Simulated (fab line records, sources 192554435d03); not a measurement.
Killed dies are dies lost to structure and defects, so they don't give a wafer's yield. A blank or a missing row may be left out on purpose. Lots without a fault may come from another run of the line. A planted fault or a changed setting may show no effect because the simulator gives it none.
Which tool did it? | flow n5_finfet | 10 lots, 29 wafers sampled, at 2 steps of a route of 1938

WHAT THE GAUGES READ, wafer by wafer
N5_PASSIVATION_OVL_MEAS_63.
lot  | measured     | on         | PAD_OVL (nm)
L923 | day 12 20:29 | overlay-02 | -3 5 2
L924 | day 13 00:28 | overlay-02 | 8 -6 2
L927 | day 14 07:34 | overlay-01 | 6 8 3
L928 | day 13 15:13 | overlay-02 | -8 -12 -9
L929 | day 14 04:15 | overlay-02 | -5 -4 -9
L932 | day 15 04:30 | overlay-01 | 6 -1 6
L936 | day 15 15:46 | overlay-01 | 2 -7 -12
L939 | day 16 10:39 | overlay-02 | -8 -3 -2
L942 | day 16 22:38 | overlay-01 | 9 -2
L940 | day 17 17:04 | overlay-01 | 6 10 15

WHICH TOOL RAN EACH LOT (tool, then ch and the chambers of the sampled wafers, then the start)
lot  | N5_BEOL_M2_ETCH_77
L923 | rie_diel-04 ch 2,3, day 7 09:04
L924 | rie_diel-05 ch 0,1,2, day 7 12:17
L927 | rie_diel-03 ch 0,1, day 8 12:17
L928 | rie_diel-04 ch 0,3, day 8 12:21
L929 | rie_diel-04 ch 0,2,3, day 8 15:13
L932 | rie_diel-03 ch 0,1, day 9 14:54
L936 | rie_diel-04 ch 0,2,3, day 10 12:02
L939 | rie_diel-04 ch 0,1,3, day 11 09:32
L942 | rie_diel-05 ch 0, day 11 21:47
L940 | rie_diel-03 ch 0,1,3, day 11 22:55
- N5_BEOL_M2_ETCH_77: etches underlayer in N2/H2, target depth 6.5 nm, time 5.2 s.

WHAT THE TOOLS THEMSELVES READ (means of the sampled wafers that have a number; where no wafer has one, the mark that the record gives instead)
N5_BEOL_M2_ETCH_77.
lot  | tool        | drypump_motor_current_A (A) | etch_rf_on_time_s (s) | h2_flow_sccm (sccm) | oes_product_au (a.u.) | rf_fwd_power_W (W) | rf_vpp_V (V) | showerhead_plenum_p_Torr (Torr) | throttle_valve_pct (%)
L923 | rie_diel-04 | 6.1                         | 5.37                  | 199.6               | 0.65                  | 818.1              | 526.6        | 2.64                            | 17.82
L924 | rie_diel-05 | 5.6                         | 5.24                  | 199.3               | 0.67                  | 816.2              | 525.9        | 2.64                            | 18.02
L927 | rie_diel-03 | 5.4                         | 5.34                  | 200.3               | 0.76                  | 816.4              | 524.2        | 2.55                            | 17.61
L928 | rie_diel-04 | 6.2                         | 5.39                  | 200.3               | 0.70                  | 816.5              | 526.0        | 2.61                            | 17.92
L929 | rie_diel-04 | 6.0                         | 5.30                  | 200.2               | 0.65                  | 818.3              | 525.3        | 2.57                            | 17.93
L932 | rie_diel-03 | 5.4                         | 5.29                  | 200.1               | 0.75                  | 822.5              | 525.5        | 2.54                            | 17.62
L936 | rie_diel-04 | 6.0                         | 5.25                  | 200.2               | 0.71                  | 818.2              | 524.5        | 2.56                            | 17.82
L939 | rie_diel-04 | 5.9                         | 5.31                  | 199.9               | 0.69                  | 819.0              | 525.5        | 2.60                            | 17.93
L942 | rie_diel-05 | 5.8                         | 5.32                  | 200.1               | 0.59                  | 820.3              | 525.9        | 2.62                            | 18.33
L940 | rie_diel-03 | 5.7                         | 5.17                  | 200.0               | 0.69                  | 819.5              | 524.2        | 2.51                            | 17.80

THE ANSWER, worked out from the rows above alone
Rule: what is usual is taken from the lots themselves. Put in order of their means at a reading, lots are off if they are a third of the lots or fewer, leave a main group of 4 or more, and stand apart from it by a gap of 3 or more times the standard deviation of the main group's means; of several such gaps the widest counts. A main group whose means are all the same, to the digits that the tables above print for the reading, isn't used. A lot without any number at a reading at which 4 lots or more have one is off too. The other lots that the step has rows for count as sound. The gauges are gone through in route order, then the tools' own readings, and for those a lot's mean is taken as printed above. The first step at which some lot is off is used, and at that step the reading that is off furthest; a lot without a number counts as furthest.
No lot is off at any reading shown: from this, nothing can be told.

WHAT THE SIMULATOR HAD PUT IN
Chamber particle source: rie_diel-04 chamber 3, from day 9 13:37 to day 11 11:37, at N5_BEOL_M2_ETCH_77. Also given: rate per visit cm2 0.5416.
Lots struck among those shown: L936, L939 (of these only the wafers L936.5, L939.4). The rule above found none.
